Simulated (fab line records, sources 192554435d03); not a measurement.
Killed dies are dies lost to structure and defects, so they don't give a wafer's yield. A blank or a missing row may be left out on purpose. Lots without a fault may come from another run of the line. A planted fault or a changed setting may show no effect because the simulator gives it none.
Chamber matching | flow n5_finfet | N5_GATE_CUT_DESCUM_18 on rie_diel-03: 4 sister chambers
The step chemistry O2, time 7 s. 8 wafers are shown with their chamber, then 10 later ones without.

WAFERS WITH THEIR CHAMBER
wafer  | chamber | showerhead_plenum_p_Torr (Torr) | oes_product_au (a.u.)
L082.5 | 1       | 2.05                            | 0.68
L082.6 | 2       | 2.09                            | 0.72
L085.1 | 1       | 2.05                            | 0.69
L086.1 | 3       | 1.98                            | 0.73
L086.2 | 2       | 2.08                            | 0.72
L086.3 | 0       | 2.16                            | 0.94
L088.1 | 3       | 1.98                            | 0.72
L088.4 | 0       | 2.16                            | 0.93

WAFERS WITHOUT THEIR CHAMBER
wafer  | showerhead_plenum_p_Torr (Torr) | oes_product_au (a.u.)
L088.5 | 2.05                            | 0.68
L087.1 | 2.08                            | 0.72
L087.3 | 2.05                            | 0.68
L087.4 | 2.08                            | 0.72
L092.2 | 2.16                            | 0.92
L092.3 | 2.08                            | 0.72
L092.4 | 2.05                            | 0.68
L093.1 | 2.16                            | 0.91
L093.2 | 2.08                            | 0.72
L093.4 | 2.04                            | 0.67

WHICH CHAMBER EACH WENT THROUGH
wafer  | from the rows above | in truth
L088.5 | 1                   | 1
L087.1 | 2                   | 2
L087.3 | 1                   | 1
L087.4 | 2                   | 2
L092.2 | 0                   | 0
L092.3 | 2                   | 2
L092.4 | 1                   | 1
L093.1 | 0                   | 0
L093.2 | 2                   | 2
L093.4 | 1                   | 1
Placed correctly: 10 of 10. Can't be placed from these rows: 0. Placed wrongly: 0.
How it was worked out, from the rows above alone: a wafer's distance from a chamber is the root of the sum, over the readings, of the square of ((its reading less the chamber's mean) divided by the reading's scatter). The wafer belongs to the nearest chamber; if the next one is less than 2 further off, it can't be placed. A chamber's mean is the mean of its shown wafers. The scatter: the root of (the sum of the squares of (reading less its chamber's mean) over the shown wafers, divided by (wafers less chambers)).
